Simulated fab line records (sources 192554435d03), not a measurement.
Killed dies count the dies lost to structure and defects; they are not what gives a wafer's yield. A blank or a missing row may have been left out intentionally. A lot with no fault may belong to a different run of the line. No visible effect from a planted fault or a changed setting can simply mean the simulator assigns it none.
fab line records | flow n5_finfet
record lots=6 | wafers=17 | last_day=17
route steps=1938 shown BEOL_M1@782 BEOL_M4@1111
lots with no fault: from the same line, run without faults
start_h: hours from the record's opening day to when the first of the lot's shown wafers began | wait_h: hours elapsed since this lot's preceding step | " as in the row above | L1.1+2: one row covering several wafers at once | - either no value or no given start | * or withheld: withheld | < > ~ a bound
route shown NAME@n: a module of which the file shows steps, and the number in the route of the first | usual: mean and standard deviation over wafers with no fault | same: alike in all rows | chamber/n: place in a boat | sites: the reading at each site | _std_site: their standard deviation | _edge_site: inner sites' mean taken away from outer sites' mean | radius_mm: for every site, how far away it sits from the centre of the wafer | mask NAME#n: copy n | behind: the most recent tool/chamber to have shaped the wafer | hold: why the lot was held/for how many hours/how that ended | device: the n, p or np transistor that did not switch | end of line: tests run on the same wafers once the route is complete | a step given without rows: its recipe and nothing more | killed: at the first sort, the dies lost to defects and structure; wafer yield is something else | map: shows each die of a wafer: x if killed, . if not, _ if none is there
set.NAME: the run value of the setting; set.NAME@STEP: its run value at that earlier step | model.NAME: the simulator's own value behind a step, which no gauge read
a table for each step, a row for each wafer; lots at some steps of the route
services: from which hour (start_h, from the record's first day; less than 0 if before it) a tool's chamber was out of use, for how many hours, and why
## steps
# step N5_BEOL_M1_SOFTBAKE_23
# recipe temp_c=110 | time_s=60 | resist=CAR-EUV
# step N5_BEOL_M1_EXPOSE_25
# recipe mask_id=V0 | na=0.33 | source_shape=quasar | sigma_inner=0.2 | sigma_outer=0.8 | polarization=unpolarized | defocus_nm=5 | target_cd_nm=24 | dose_mj=63
# step N5_BEOL_M1_PEB_26
# recipe peb_temp_c=100 | peb_time_s=60 | resist=CAR-EUV
# step N5_BEOL_M1_DEVELOP_27
# recipe develop_time_s=30 | developer=TMAH | resist=CAR-EUV | rinse_liquid=surfactant_rinse | dry=air_spin | dev_temp_c=23
# step N5_BEOL_M1_CD_MEAS_28
# recipe landing_energy_ev=500 | detector=se_inlens | target_cd_y_nm=23.3
# usual cd_nm=24.07/0.22
lot.wafer | tool      | chamber | start_h | wait_h | cd_nm
L945.1    | cd_sem-02 | 0       | 148.55  | -      | 24.11
L945.4    | "         | 0       | "       | "      | 24.15
L945.6    | "         | 0       | "       | "      | 24.30
L947.1    | cd_sem-03 | 0       | 156.95  | -      | 24.19
L947.4    | "         | 0       | "       | "      | 24.03
L947.5    | "         | 0       | "       | "      | 23.85
L951.2    | cd_sem-02 | 0       | 187.99  | -      | 24.17
L951.3    | "         | 0       | "       | "      | 24.04
L951.4    | "         | 0       | "       | "      | 24.09
L958.4    | cd_sem-02 | 0       | 225.76  | -      | 24.25
L958.6    | "         | 0       | "       | "      | 24.02
L960.2    | cd_sem-01 | 0       | 234.09  | -      | 23.92
L960.5    | "         | 0       | "       | "      | 23.87
L960.6    | "         | 0       | "       | "      | 23.67
L963.3    | cd_sem-01 | 0       | 249.91  | -      | 23.65
L963.4    | "         | 0       | "       | "      | 24.15
L963.6    | "         | 0       | "       | "      | 24.58
# step N5_BEOL_M1_OVL_MEAS_29
# recipe points_per_wafer=522
# usual V0_OVL=-0.1/0.67
lot.wafer | tool       | chamber | start_h | wait_h | V0_OVL[nm]
L945.1    | overlay-01 | 0       | 148.58  | 0.0    | 0.5
L945.4    | "          | 0       | "       | "      | -0.7
L945.6    | "          | 0       | "       | "      | -1.4
L947.1    | overlay-01 | 0       | 156.98  | 0.0    | 0.1
L947.4    | "          | 0       | "       | "      | 0.3
L947.5    | "          | 0       | "       | "      | 1.1
L951.2    | overlay-01 | 0       | 188.02  | 0.0    | 0.4
L951.3    | "          | 0       | "       | "      | 0.0
L951.4    | "          | 0       | "       | "      | -0.5
L958.4    | overlay-01 | 0       | 225.80  | 0.0    | 0.2
L958.6    | "          | 0       | "       | "      | 0.4
L960.2    | overlay-01 | 0       | 234.13  | 0.0    | -0.9
L960.5    | "          | 0       | "       | "      | -0.7
L960.6    | "          | 0       | "       | "      | -0.6
L963.3    | overlay-01 | 0       | 249.95  | 0.0    | 0.2
L963.4    | "          | 0       | "       | "      | 0.0
L963.6    | "          | 0       | "       | "      | -0.2
# step N5_BEOL_M1_INSPECT_30
# recipe mode=adi | inspect_instrument=brightfield
# usual raw_defect_count=404/100
lot.wafer | tool              | chamber | start_h | wait_h | raw_defect_count
L945.1    | defect_inspect-01 | -       | 148.63  | 0.1    | 347
L945.4    | "                 | -       | "       | "      | 496
L945.6    | "                 | -       | "       | "      | 535
L947.1    | defect_inspect-01 | -       | 157.04  | 0.1    | 438
L947.4    | "                 | -       | "       | "      | 517
L947.5    | "                 | -       | "       | "      | 470
L951.2    | defect_inspect-01 | -       | 188.08  | 0.0    | 355
L951.3    | "                 | -       | "       | "      | 440
L951.4    | "                 | -       | "       | "      | 569
L958.4    | defect_inspect-02 | -       | 225.85  | 0.0    | 482
L958.6    | "                 | -       | "       | "      | 588
L960.2    | defect_inspect-02 | -       | 234.18  | 0.0    | 519
L960.5    | "                 | -       | "       | "      | 594
L960.6    | "                 | -       | "       | "      | 421
L963.3    | defect_inspect-02 | -       | 250.00  | 0.0    | 416
L963.4    | "                 | -       | "       | "      | 309
L963.6    | "                 | -       | "       | "      | 293
# step N5_BEOL_M1_DESCUM_33
# recipe chemistry=O2 | time_s=7 | source_power_w=50 | bias_power_w=20 | pressure_mtorr=20 | rf_frequency_hz=2.712e+07 | temp_c=40 | resist=CAR-EUV | o2_flow_sccm=225
# usual drypump_motor_current_A=5.7/0.42 | oes_product_au=0.81/0.071 | rf_vpp_V=243.6/1.6 | showerhead_plenum_p_Torr=2.13/0.09 | throttle_valve_pct=20.48/0.28
# same time_s=7
lot.wafer | tool        | chamber | start_h | wait_h | drypump_motor_current_A | oes_product_au | rf_hours_counter_h | rf_vpp_V | showerhead_plenum_p_Torr | throttle_valve_pct
L945.1    | rie_diel-06 | 3       | 148.67  | 0.0    | 5.6                     | 0.76           | 151                | 245.0    | 2.18                     | 20.34
L945.4    | "           | 0       | "       | "      | 5.6                     | 0.73           | 188                | 241.1    | 2.02                     | 20.69
L945.6    | "           | 0       | "       | "      | 5.6                     | 0.73           | -                  | 241.8    | 2.02                     | 20.69
L947.1    | rie_diel-02 | 3       | 157.08  | 0.0    | 5.9                     | 0.83           | 66                 | 245.0    | 2.23                     | 20.01
L947.4    | "           | 1       | "       | "      | 5.6                     | 0.92           | 37                 | 245.6    | 2.25                     | 20.30
L947.5    | "           | 1       | "       | "      | 5.6                     | 0.91           | -                  | 243.9    | 2.25                     | 20.28
L951.2    | rie_diel-06 | 0       | 188.11  | 0.0    | 5.6                     | 0.71           | 200                | 240.5    | 2.01                     | 20.70
L951.3    | "           | 3       | "       | "      | 5.6                     | 0.75           | -                  | 245.2    | 2.18                     | 20.37
L951.4    | "           | 0       | "       | "      | 5.6                     | 0.71           | -                  | 242.0    | 2.01                     | 20.71
L958.4    | rie_diel-02 | 0       | 225.88  | 0.0    | 5.1                     | 0.74           | 170                | 244.5    | 2.20                     | 20.84
L958.6    | "           | 2       | "       | "      | 6.5                     | 0.79           | -                  | 241.1    | 2.03                     | 20.88
L960.2    | rie_diel-06 | 0       | 234.45  | 0.3    | 5.6                     | 0.71           | 215                | 241.8    | 2.01                     | 20.72
L960.5    | "           | 3       | "       | "      | 5.6                     | 0.74           | -                  | 245.6    | 2.17                     | 20.38
L960.6    | "           | 2       | "       | "      | 6.0                     | 0.81           | -                  | 242.8    | 2.22                     | 20.40
L963.3    | rie_diel-02 | 2       | 250.25  | 0.2    | 6.5                     | 0.77           | 104                | 241.0    | 2.03                     | 20.92
L963.4    | "           | 1       | "       | "      | 5.6                     | 0.86           | -                  | 244.9    | 2.24                     | 20.34
L963.6    | "           | 0       | "       | "      | 5.1                     | 0.74           | -                  | 245.8    | 2.20                     | 20.85
# step N5_BEOL_M1_ETCH_77
# recipe chemistry=N2/H2 | target=underlayer | target_depth_a=65 | mask_material=CAR-EUV | time_s=5.2 | ion_energy_ev=200 | pressure_mtorr=30 | source_w=840 | bias_w=150 | n2_flow_sccm=200 | h2_flow_sccm=200 | ends=cleared
# usual drypump_motor_current_A=5.7/0.42 | etch_rf_on_time_s=5.20/0.13 | oes_product_au=0.69/0.062 | rf_vpp_V=525/3.1 | showerhead_plenum_p_Torr=2.57/0.1 | throttle_valve_pct=17.82/0.26
lot.wafer | tool        | chamber | start_h | wait_h | drypump_motor_current_A | etch_rf_on_time_s | oes_product_au | rf_hours_counter_h | rf_vpp_V | showerhead_plenum_p_Torr | throttle_valve_pct
L945.1    | rie_diel-06 | 3       | 148.70  | 0.0    | 5.6                     | 5.32              | 0.64           | 151                | 527      | 2.65                     | 17.75
L945.4    | "           | 0       | "       | "      | 5.6                     | 5.36              | 0.62           | 188                | 520      | 2.42                     | 17.90
L945.6    | "           | 0       | "       | "      | 5.6                     | 5.37              | 0.61           | -                  | 517      | 2.42                     | 17.91
L947.1    | rie_diel-02 | 3       | 157.11  | 0.0    | 5.9                     | 5.04              | 0.72           | 66                 | 528      | 2.68                     | 17.22
L947.4    | "           | 1       | "       | "      | 5.7                     | 5.24              | 0.76           | 37                 | 529      | 2.72                     | 17.71
L947.5    | "           | 1       | "       | "      | 5.6                     | 5.26              | 0.77           | -                  | 529      | 2.72                     | 17.71
L951.2    | rie_diel-06 | 0       | 188.16  | 0.0    | 5.6                     | 5.33              | 0.63           | 200                | 520      | 2.41                     | 17.93
L951.3    | "           | 3       | "       | "      | 5.6                     | 5.24              | 0.64           | -                  | 525      | 2.64                     | 17.76
L951.4    | "           | 0       | "       | "      | 5.7                     | 5.39              | 0.62           | -                  | 520      | 2.41                     | 17.91
L958.4    | rie_diel-02 | 0       | 225.91  | 0.0    | 5.1                     | 5.01              | 0.63           | 170                | 528      | 2.65                     | 18.08
L958.6    | "           | 2       | "       | "      | 6.5                     | 5.33              | 0.68           | -                  | 520      | 2.46                     | 18.21
L960.2    | rie_diel-06 | 0       | 234.48  | 0.0    | 5.7                     | 5.43              | 0.59           | 215                | 519      | 2.41                     | 17.94
L960.5    | "           | 3       | "       | "      | 5.6                     | 5.41              | 0.63           | -                  | 527      | 2.63                     | 17.78
L960.6    | "           | 2       | "       | "      | 6.0                     | 5.33              | 0.70           | -                  | 528      | 2.65                     | 17.53
L963.3    | rie_diel-02 | 2       | 250.29  | 0.0    | 6.5                     | 5.30              | 0.66           | 104                | 521      | 2.46                     | 18.23
L963.4    | "           | 1       | "       | "      | 5.7                     | 5.22              | 0.72           | -                  | 528      | 2.70                     | 17.74
L963.6    | "           | 0       | "       | "      | 5.1                     | 5.03              | 0.63           | -                  | 526      | 2.64                     | 18.08
# step N5_BEOL_M1_ETCH_69
# recipe chemistry=CF4 | target=SiARC | target_depth_a=156 | mask_material=CAR-EUV | time_s=26 | ion_energy_ev=80 | pressure_mtorr=40 | source_w=545 | bias_w=36 | Ar_flow_sccm=100 | cf4_flow_sccm=100 | ends=cleared
# usual cf4_flow_sccm=100.0/0.31 | drypump_motor_current_A=5.7/0.42 | etch_rf_on_time_s=26.0/0.6 | oes_product_au=0.69/0.064 | rf_vpp_V=184.4/1.2 | showerhead_plenum_p_Torr=2.17/0.086 | throttle_valve_pct=15.58/0.25
lot.wafer | tool        | chamber | start_h | wait_h | cf4_flow_sccm | drypump_motor_current_A | etch_rf_on_time_s | oes_product_au | rf_hours_counter_h | rf_vpp_V | showerhead_plenum_p_Torr | throttle_valve_pct
L945.1    | rie_diel-06 | 3       | 148.72  | 0.0    | 99.6          | 5.6                     | 26.8              | 0.64           | 151                | 184.1    | 2.21                     | 15.49
L945.4    | "           | 0       | "       | "      | 100.6         | 5.6                     | 27.0              | 0.62           | 188                | 183.0    | 2.04                     | 15.68
L945.6    | "           | 0       | "       | "      | 100.2         | 5.6                     | 27.0              | 0.62           | -                  | 181.9    | 2.04                     | 15.69
L947.1    | rie_diel-02 | 3       | 157.13  | 0.0    | 99.9          | 5.8                     | 25.6              | 0.73           | 66                 | 185.6    | 2.28                     | 15.21
L947.4    | "           | 1       | "       | "      | 99.8          | 5.6                     | 25.9              | 0.77           | 37                 | 185.9    | 2.27                     | 15.25
L947.5    | "           | 1       | "       | "      | 100.1         | 5.6                     | 26.3              | 0.77           | -                  | 184.6    | 2.27                     | 15.26
L951.2    | rie_diel-06 | 0       | 188.19  | 0.0    | 100.0         | 5.6                     | 27.3              | 0.60           | 200                | 184.4    | 2.04                     | 15.73
L951.3    | "           | 3       | "       | "      | 99.5          | 5.6                     | 27.0              | 0.64           | -                  | 185.1    | 2.20                     | 15.50
L951.4    | "           | 0       | "       | "      | 100.2         | 5.6                     | 27.2              | 0.61           | -                  | 182.9    | 2.04                     | 15.71
L958.4    | rie_diel-02 | 0       | 225.93  | 0.0    | 100.1         | 5.1                     | 25.5              | 0.63           | 170                | 184.4    | 2.24                     | 15.89
L958.6    | "           | 2       | "       | "      | 100.5         | 6.5                     | 26.3              | 0.67           | -                  | 183.1    | 2.06                     | 15.87
L960.2    | rie_diel-06 | 0       | 234.50  | 0.0    | 100.4         | 5.6                     | 27.1              | 0.60           | 215                | 181.6    | 2.03                     | 15.75
L960.5    | "           | 3       | "       | "      | 99.9          | 5.6                     | 26.8              | 0.63           | -                  | 184.5    | 2.20                     | 15.52
L960.6    | "           | 2       | "       | "      | 100.3         | 6.0                     | 26.7              | 0.70           | -                  | 185.8    | 2.24                     | 15.42
L963.3    | rie_diel-02 | 2       | 250.30  | 0.0    | 99.9          | 6.5                     | 26.7              | 0.66           | 104                | 184.5    | 2.06                     | 15.91
L963.4    | "           | 1       | "       | "      | 100.3         | 5.6                     | 26.5              | 0.72           | -                  | 185.8    | 2.26                     | 15.30
L963.6    | "           | 0       | "       | "      | 99.6          | 5.1                     | 25.4              | 0.63           | -                  | 185.4    | 2.23                     | 15.91
# step N5_BEOL_M1_ALD_98
# recipe material=SiO2 | target_thk_a=25 | temp_c=100 | ald_precursor_family=BDEAS | ald_co_reactant=O2-plasma | pulse_time_s=1 | co_reactant_pulse_time_s=1 | purge_time_s=2 | co_reactant_purge_time_s=2 | ald_cycles=17 | pressure_torr=2
# usual heater_power_outer_w=41/7.8 | heater_power_w=81/12 | precursor_pulse_height_rel=1.001/0.02 | susceptor_temp_C=100.01/0.11
# same co_reactant_pulse_time_s=1
lot.wafer | tool       | chamber | start_h | wait_h | heater_power_outer_w | heater_power_w | precursor_pulse_height_rel | susceptor_temp_C
L945.1    | ald_sin-01 | 2       | 148.95  | 0.2    | 35                   | 66             | 1.002                      | 99.98
L945.4    | "          | 3       | "       | "      | 47                   | 82             | 1.015                      | 100.20
L945.6    | "          | 3       | "       | "      | 48                   | 81             | 1.004                      | 100.00
L947.1    | ald_sin-02 | 2       | 157.35  | 0.2    | 38                   | 87             | 1.035                      | 100.04
L947.4    | "          | 3       | "       | "      | 56                   | 102            | 0.988                      | 99.94
L947.5    | "          | 0       | "       | "      | 43                   | 81             | 0.964                      | 100.00
L951.2    | ald_sin-02 | 2       | 188.38  | 0.2    | 39                   | 89             | 1.025                      | 99.87
L951.3    | "          | 1       | "       | "      | 35                   | 78             | 1.005                      | 100.04
L951.4    | "          | 0       | "       | "      | 43                   | 84             | 0.958                      | 100.13
L958.4    | ald_sin-02 | 1       | 226.01  | 0.1    | 34                   | 78             | 0.976                      | 100.02
L958.6    | "          | 1       | "       | "      | 35                   | 79             | 1.033                      | 100.14
L960.2    | ald_sin-01 | 0       | 234.63  | 0.1    | 37                   | 77             | 0.986                      | 100.03
L960.5    | "          | 1       | "       | "      | 39                   | 74             | 0.970                      | 100.01
L960.6    | "          | 2       | "       | "      | 33                   | 59             | 1.001                      | 100.04
L963.3    | ald_sin-02 | 3       | 250.39  | 0.1    | 56                   | 102            | 0.997                      | 100.12
L963.4    | "          | 1       | "       | "      | 35                   | 77             | 0.993                      | 100.12
L963.6    | "          | 1       | "       | "      | 35                   | 76             | 1.016                      | 100.09
# step N5_BEOL_M1_ETCHBACK_99
# recipe chemistry=CHF3 | target=SiO2 | target_depth_a=50 | time_s=10.4 | source_w=215 | bias_w=47 | Ar_flow_sccm=200 | CHF3_flow_sccm=12 | ion_energy_ev=100 | pressure_mtorr=30
# usual drypump_motor_current_A=5.8/0.43 | oes_product_au=0.82/0.067 | rf_vpp_V=239/3.1 | showerhead_plenum_p_Torr=2.18/0.09 | throttle_valve_pct=17.01/0.27
# same time_s=10.4
lot.wafer | tool        | chamber | start_h | wait_h | drypump_motor_current_A | oes_product_au | rf_hours_counter_h | rf_vpp_V | showerhead_plenum_p_Torr | throttle_valve_pct
L945.1    | rie_diel-04 | 0       | 149.24  | 0.2    | 5.6                     | 0.96           | 4                  | 242      | 2.10                     | 16.62
L945.4    | "           | 2       | "       | "      | 5.3                     | 0.84           | -                  | 239      | 2.08                     | 17.09
L945.6    | "           | 1       | "       | "      | 5.5                     | 0.71           | -                  | 245      | 2.14                     | 17.16
L947.1    | rie_diel-06 | 2       | 166.98  | 9.6    | 6.0                     | 0.83           | 76                 | 244      | 2.26                     | 16.83
L947.4    | "           | 0       | "       | "      | 5.7                     | 0.73           | 194                | 238      | 2.04                     | 17.14
L947.5    | "           | 1       | "       | "      | 6.2                     | 0.87           | -                  | 235      | 2.10                     | 16.73
L951.2    | rie_diel-02 | 1       | 189.13  | 0.7    | 5.6                     | 0.87           | 47                 | 236      | 2.28                     | 16.74
L951.3    | "           | 3       | "       | "      | 5.9                     | 0.82           | 75                 | 240      | 2.29                     | 16.65
L951.4    | "           | 0       | "       | "      | 5.1                     | 0.75           | 159                | 243      | 2.26                     | 17.40
L958.4    | rie_diel-02 | 2       | 228.28  | 2.2    | 6.6                     | 0.77           | 96                 | 235      | 2.06                     | 17.33
L958.6    | "           | 3       | "       | "      | 5.9                     | 0.81           | -                  | 239      | 2.28                     | 16.69
L960.2    | rie_diel-02 | 1       | 237.84  | 3.2    | 5.6                     | 0.86           | 62                 | 236      | 2.27                     | 16.74
L960.5    | "           | 3       | "       | "      | 5.9                     | 0.80           | -                  | 238      | 2.28                     | 16.69
L960.6    | "           | 0       | "       | "      | 5.1                     | 0.74           | -                  | 242      | 2.26                     | 17.44
L963.3    | rie_diel-04 | 0       | 256.97  | 6.5    | 5.6                     | 0.87           | 35                 | 243      | 2.09                     | 16.70
L963.4    | "           | 3       | "       | "      | 6.0                     | 0.86           | 47                 | 236      | 2.18                     | 17.10
L963.6    | "           | 0       | "       | "      | 5.7                     | 0.89           | -                  | 243      | 2.09                     | 16.68
# step N5_BEOL_M1_ETCH_70
# recipe chemistry=N2/H2 | target=SOC | target_depth_a=800 | overetch_a=160 | mask_material=SiARC | temp_c=40 | time_s=120 | ion_energy_ev=200 | pressure_mtorr=30 | source_w=840 | bias_w=150 | n2_flow_sccm=200 | h2_flow_sccm=200
# usual drypump_motor_current_A=5.8/0.42 | oes_product_au=0.63/0.051 | rf_vpp_V=524.7/2.8 | run_length_s=143.4/0.55 | showerhead_plenum_p_Torr=2.57/0.1 | throttle_valve_pct=17.75/0.28
lot.wafer | tool        | chamber | start_h | wait_h | drypump_motor_current_A | oes_product_au | rf_hours_counter_h | rf_vpp_V | run_length_s | showerhead_plenum_p_Torr | throttle_valve_pct | model.SiARC_of_BEOL_M1_COAT_68.thk_nm
L945.1    | rie_diel-04 | 0       | 149.27  | 0.0    | 5.6                     | 0.73           | 4                  | 522.3    | 142.7        | 2.50                     | 17.43              | 6.6
L945.4    | "           | 2       | "       | "      | 5.4                     | 0.64           | -                  | 521.6    | 143.7        | 2.45                     | 17.90              | 6.2
L945.6    | "           | 1       | "       | "      | 5.6                     | 0.54           | -                  | 523.7    | 143.1        | 2.50                     | 17.73              | 6.4
L947.1    | rie_diel-06 | 2       | 167.01  | 0.0    | 6.0                     | 0.64           | 76                 | 527.5    | 143.1        | 2.66                     | 17.47              | 6.4
L947.4    | "           | 0       | "       | "      | 5.6                     | 0.56           | 194                | 521.2    | 143.2        | 2.42                     | 17.87              | 6.6
L947.5    | "           | 1       | "       | "      | 6.2                     | 0.66           | -                  | 522.6    | 143.7        | 2.50                     | 17.52              | 6.4
L951.2    | rie_diel-02 | 1       | 189.16  | 0.0    | 5.6                     | 0.68           | 47                 | 527.5    | 143.1        | 2.71                     | 17.69              | 6.6
L951.3    | "           | 3       | "       | "      | 5.9                     | 0.62           | 75                 | 528.5    | 142.9        | 2.68                     | 17.21              | 6.4
L951.4    | "           | 0       | "       | "      | 5.1                     | 0.57           | 159                | 525.9    | 144.6        | 2.65                     | 18.00              | 6.2
L958.4    | rie_diel-02 | 2       | 228.31  | 0.0    | 6.5                     | 0.60           | 96                 | 521.4    | 143.4        | 2.46                     | 18.18              | 6.6
L958.6    | "           | 3       | "       | "      | 5.9                     | 0.67           | -                  | 529.7    | 135.0        | 2.67                     | 17.24              | 6.8
L960.2    | rie_diel-02 | 1       | 237.88  | 0.0    | 5.6                     | 0.66           | 62                 | 528.6    | 142.9        | 2.70                     | 17.71              | 6.6
L960.5    | "           | 3       | "       | "      | 5.8                     | 0.62           | -                  | 527.0    | 142.7        | 2.67                     | 17.25              | 6.4
L960.6    | "           | 0       | "       | "      | 5.1                     | 0.60           | -                  | 526.2    | 136.2        | 2.64                     | 18.02              | 6.6
L963.3    | rie_diel-04 | 0       | 257.01  | 0.0    | 5.7                     | 0.68           | 35                 | 522.0    | 142.9        | 2.48                     | 17.48              | 6.4
L963.4    | "           | 3       | "       | "      | 6.0                     | 0.65           | 47                 | 525.7    | 143.8        | 2.57                     | 17.85              | 6.4
L963.6    | "           | 0       | "       | "      | 5.7                     | 0.68           | -                  | 523.1    | 142.8        | 2.49                     | 17.46              | 6.4
# step N5_BEOL_M1_STRIP_71
# recipe chemistry=N2/H2 | temp_c=40 | n2_flow_sccm=200 | h2_flow_sccm=200 | rf_frequency_hz=6e+07
# step N5_BEOL_M4_RC_MEAS_101
# usual DIBL_N=37.1/1.9 | DIBL_P=37.2/2.3 | IOFF_N=0.18/0.04 | IOFF_P=0.23/0.044 | ION_N=682/11 | ION_P=468/8.6 | SS_N=71.9/0.68 | SS_P=73.5/0.74 | VT_N=248/3.4 | VT_P=-248/3.4
lot.wafer | tool      | chamber | start_h | wait_h | DIBL_N[mV/V] | DIBL_P[mV/V] | IOFF_N[nA/um] | IOFF_P[nA/um] | ION_N[uA/um] | ION_P[uA/um] | SS_N[mV/dec] | SS_P[mV/dec] | VT_N[mV] | VT_P[mV]
L945.1    | prober-01 | 0       | 190.51  | 0.0    | 35.2         | 35.1         | 0.14          | 0.23          | 674          | 473          | 71.3         | 73.0         | 250      | -245
L945.4    | "         | 0       | "       | "      | 36.2         | 35.9         | 0.16          | 0.23          | 667          | 469          | 71.5         | 73.4         | 251      | -245
L945.6    | "         | 0       | "       | "      | 36.1         | 35.7         | 0.15          | 0.23          | 671          | 469          | 72.1         | 73.4         | 251      | -246
L947.1    | prober-01 | 0       | 200.51  | 0.0    | 35.0         | 35.1         | 0.14          | 0.20          | 666          | 453          | 71.5         | 72.3         | 256      | -250
L947.4    | "         | 0       | "       | "      | 36.8         | 36.6         | 0.17          | 0.23          | 677          | 464          | 72.4         | 73.8         | 251      | -248
L947.5    | "         | 0       | "       | "      | 36.2         | 35.0         | 0.15          | 0.20          | 667          | 455          | 72.0         | 73.5         | 255      | -249
L951.2    | prober-01 | 0       | 226.36  | 0.2    | 34.4         | 36.7         | 0.15          | 0.18          | 683          | 470          | 71.2         | 73.1         | 252      | -253
L951.3    | "         | 0       | "       | "      | 35.2         | 36.9         | 0.14          | 0.18          | 675          | 462          | 71.4         | 72.7         | 253      | -254
L951.4    | "         | 0       | "       | "      | 35.6         | 38.5         | 0.16          | 0.20          | 686          | 469          | 71.0         | 74.2         | 249      | -252
L958.4    | prober-02 | 0       | 266.11  | 0.5    | 36.0         | 35.5         | 0.14          | 0.19          | 677          | 462          | 71.0         | 73.0         | 251      | -252
L958.6    | "         | 0       | "       | "      | 37.8         | 38.8         | 0.18          | 0.23          | 687          | 474          | 72.7         | 73.9         | 247      | -250
L960.2    | prober-01 | 0       | 276.37  | 0.2    | 37.3         | 36.2         | 0.18          | 0.19          | 671          | 449          | 72.3         | 73.6         | 248      | -254
L960.5    | "         | 0       | "       | "      | 37.9         | 37.8         | 0.19          | 0.21          | 674          | 458          | 71.9         | 73.8         | 248      | -254
L960.6    | "         | 0       | "       | "      | 36.8         | 35.0         | 0.16          | 0.18          | 662          | 448          | 72.9         | 73.7         | 251      | -254
L963.3    | prober-01 | 0       | 295.12  | 0.3    | 34.1         | 35.1         | 0.15          | 0.22          | 681          | 469          | 71.5         | 73.1         | 248      | -245
L963.4    | "         | 0       | "       | "      | 37.2         | 37.9         | 0.20          | 0.26          | 678          | 460          | 73.0         | 73.6         | 248      | -246
L963.6    | "         | 0       | "       | "      | 35.9         | 37.0         | 0.18          | 0.25          | 687          | 474          | 71.4         | 73.4         | 249      | -245
## services
tool        | chamber | start_h | hours | kind
rie_diel-02 | 3       | 139.39  | 2.0   | repair
rie_diel-04 | 3       | 146.43  | 9.5   | repair
ald_sin-01  | 0       | 155.56  | 9.1   | repair
ald_sin-01  | -       | 176.91  | 14.0  | pm
ald_sin-01  | 0       | 176.91  | 14.0  | vent_cycle
ald_sin-01  | 1       | 176.91  | 14.0  | vent_cycle
ald_sin-01  | 2       | 176.91  | 14.0  | vent_cycle
ald_sin-01  | 3       | 176.91  | 14.0  | vent_cycle
rie_diel-06 | 1       | 181.26  | 7.0   | repair
rie_diel-06 | 2       | 187.71  | 4.6   | repair
ald_sin-01  | 0       | 190.91  | -     | clean
ald_sin-01  | 1       | 190.91  | -     | clean
ald_sin-01  | 2       | 190.91  | -     | clean
ald_sin-01  | 3       | 190.91  | -     | clean
ald_sin-01  | 0       | 211.20  | 20.1  | repair
rie_diel-02 | 3       | 240.22  | 32.8  | repair
## key
first_sign step=N5_BEOL_M1_ETCH_70 | reading=run_length_s | direction=down | sigmas=14 | usual=* | struck=*
effect none on later readings
model_effect step=N5_BEOL_M1_ETCH_70 | value=SiARC_of_BEOL_M1_COAT_68.thk_nm | without=6.3 | struck=6.7
met_at N5_BEOL_M1_ETCH_70
struck_wafers L958.6,L960.6
onset_between 189.16 228.31
fault kind=process_parameter_drift | tool=rie_diel-02 | chamber=- | onset_h=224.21 | steps=N5_BEOL_M1_ETCH_70 | channel=time_s | offset=* | shape=step | end_h=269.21 | scope=struck_wafers_only | acts_in=* | stated=*
